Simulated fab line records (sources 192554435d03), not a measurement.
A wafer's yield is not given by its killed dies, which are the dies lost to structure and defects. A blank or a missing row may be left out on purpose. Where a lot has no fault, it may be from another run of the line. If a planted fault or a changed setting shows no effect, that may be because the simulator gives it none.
Chamber matching / flow n5Finfet / rieDiel-01 running N5_BEOL_M10_STRIP_19: 4 sister chambers
The step strips in O2. 18 wafers are shown with their chamber, then 9 later ones without.

WAFERS PAIRED WITH THEIR CHAMBERS
wafer=L074.2; chamber=3; showerheadPlenumPTorr (Torr)=2.04; throttleValvePct (%)=16.52; oesProductAu (a.u.)=0.87
wafer=L074.3; chamber=0; showerheadPlenumPTorr (Torr)=2.21; throttleValvePct (%)=16.42; oesProductAu (a.u.)=0.85
wafer=L074.4; chamber=1; showerheadPlenumPTorr (Torr)=2.15; throttleValvePct (%)=16.73; oesProductAu (a.u.)=0.69
wafer=L076.2; chamber=0; showerheadPlenumPTorr (Torr)=2.21; throttleValvePct (%)=16.43; oesProductAu (a.u.)=0.85
wafer=L076.3; chamber=1; showerheadPlenumPTorr (Torr)=2.15; throttleValvePct (%)=16.73; oesProductAu (a.u.)=0.67
wafer=L076.5; chamber=1; showerheadPlenumPTorr (Torr)=2.15; throttleValvePct (%)=16.74; oesProductAu (a.u.)=0.67
wafer=L083.2; chamber=2; showerheadPlenumPTorr (Torr)=2.22; throttleValvePct (%)=16.51; oesProductAu (a.u.)=0.83
wafer=L083.3; chamber=0; showerheadPlenumPTorr (Torr)=2.20; throttleValvePct (%)=16.45; oesProductAu (a.u.)=0.82
wafer=L083.6; chamber=2; showerheadPlenumPTorr (Torr)=2.22; throttleValvePct (%)=16.53; oesProductAu (a.u.)=0.82
wafer=L081.3; chamber=0; showerheadPlenumPTorr (Torr)=2.20; throttleValvePct (%)=16.45; oesProductAu (a.u.)=0.83
wafer=L081.5; chamber=0; showerheadPlenumPTorr (Torr)=2.20; throttleValvePct (%)=16.45; oesProductAu (a.u.)=0.84
wafer=L081.6; chamber=2; showerheadPlenumPTorr (Torr)=2.22; throttleValvePct (%)=16.54; oesProductAu (a.u.)=0.82
wafer=L084.2; chamber=3; showerheadPlenumPTorr (Torr)=2.03; throttleValvePct (%)=16.56; oesProductAu (a.u.)=0.83
wafer=L084.3; chamber=0; showerheadPlenumPTorr (Torr)=2.20; throttleValvePct (%)=16.47; oesProductAu (a.u.)=0.83
wafer=L084.4; chamber=0; showerheadPlenumPTorr (Torr)=2.20; throttleValvePct (%)=16.45; oesProductAu (a.u.)=0.83
wafer=L092.2; chamber=3; showerheadPlenumPTorr (Torr)=2.03; throttleValvePct (%)=16.57; oesProductAu (a.u.)=0.83
wafer=L092.5; chamber=0; showerheadPlenumPTorr (Torr)=2.20; throttleValvePct (%)=16.47; oesProductAu (a.u.)=0.82
wafer=L092.6; chamber=1; showerheadPlenumPTorr (Torr)=2.14; throttleValvePct (%)=16.33; oesProductAu (a.u.)=0.95

SIGNATURES (averages over the wafers above)
reading=showerheadPlenumPTorr; chamber 0=2.2025; chamber 1=2.1475; chamber 2=2.2200; chamber 3=2.0333; scatter within a chamber=0.00456
reading=throttleValvePct; chamber 0=16.4488; chamber 1=16.6325; chamber 2=16.5267; chamber 3=16.5500; scatter within a chamber=0.0949
reading=oesProductAu; chamber 0=0.8337; chamber 1=0.7450; chamber 2=0.8233; chamber 3=0.8433; scatter within a chamber=0.0646
Rule: for each reading, subtract the chamber's mean from the wafer's reading, divide by that reading's scatter and square the result; add these up over the readings and take the root, which gives the wafer's distance from the chamber. If the next closest chamber is less than 2 further off than the closest, the wafer can't be placed; otherwise it belongs to the closest. The scatter: the root of (the sum of the squares of (reading less its chamber's mean) over the shown wafers, divided by (wafers less chambers)).

WAFERS WITHOUT THEIR CHAMBER
wafer=L093.1; showerheadPlenumPTorr (Torr)=2.20; throttleValvePct (%)=16.49; oesProductAu (a.u.)=0.81
wafer=L093.3; showerheadPlenumPTorr (Torr)=2.03; throttleValvePct (%)=16.56; oesProductAu (a.u.)=0.82
wafer=L093.6; showerheadPlenumPTorr (Torr)=2.20; throttleValvePct (%)=16.48; oesProductAu (a.u.)=0.82
wafer=L094.1; showerheadPlenumPTorr (Torr)=2.13; throttleValvePct (%)=16.34; oesProductAu (a.u.)=0.92
wafer=L094.2; showerheadPlenumPTorr (Torr)=2.03; throttleValvePct (%)=16.59; oesProductAu (a.u.)=0.81
wafer=L094.3; showerheadPlenumPTorr (Torr)=2.21; throttleValvePct (%)=16.57; oesProductAu (a.u.)=0.80
wafer=L096.4; showerheadPlenumPTorr (Torr)=2.02; throttleValvePct (%)=16.59; oesProductAu (a.u.)=0.80
wafer=L096.5; showerheadPlenumPTorr (Torr)=2.03; throttleValvePct (%)=16.61; oesProductAu (a.u.)=0.81
wafer=L096.6; showerheadPlenumPTorr (Torr)=2.19; throttleValvePct (%)=16.52; oesProductAu (a.u.)=0.79

WHICH CHAMBER EACH WENT THROUGH
wafer=L093.1; from the rows above=0; in truth=0
wafer=L093.3; from the rows above=3; in truth=3
wafer=L093.6; from the rows above=0; in truth=0
wafer=L094.1; from the rows above=1; in truth=1
wafer=L094.2; from the rows above=3; in truth=3
wafer=L094.3; from the rows above=can't be placed: 0 or 2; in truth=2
wafer=L096.4; from the rows above=3; in truth=3
wafer=L096.5; from the rows above=3; in truth=3
wafer=L096.6; from the rows above=0; in truth=0
Correctly placed: 8 of 9. Unplaceable from these rows: 1, with the true chamber sitting among the candidates in 1. Placed wrongly: 0.
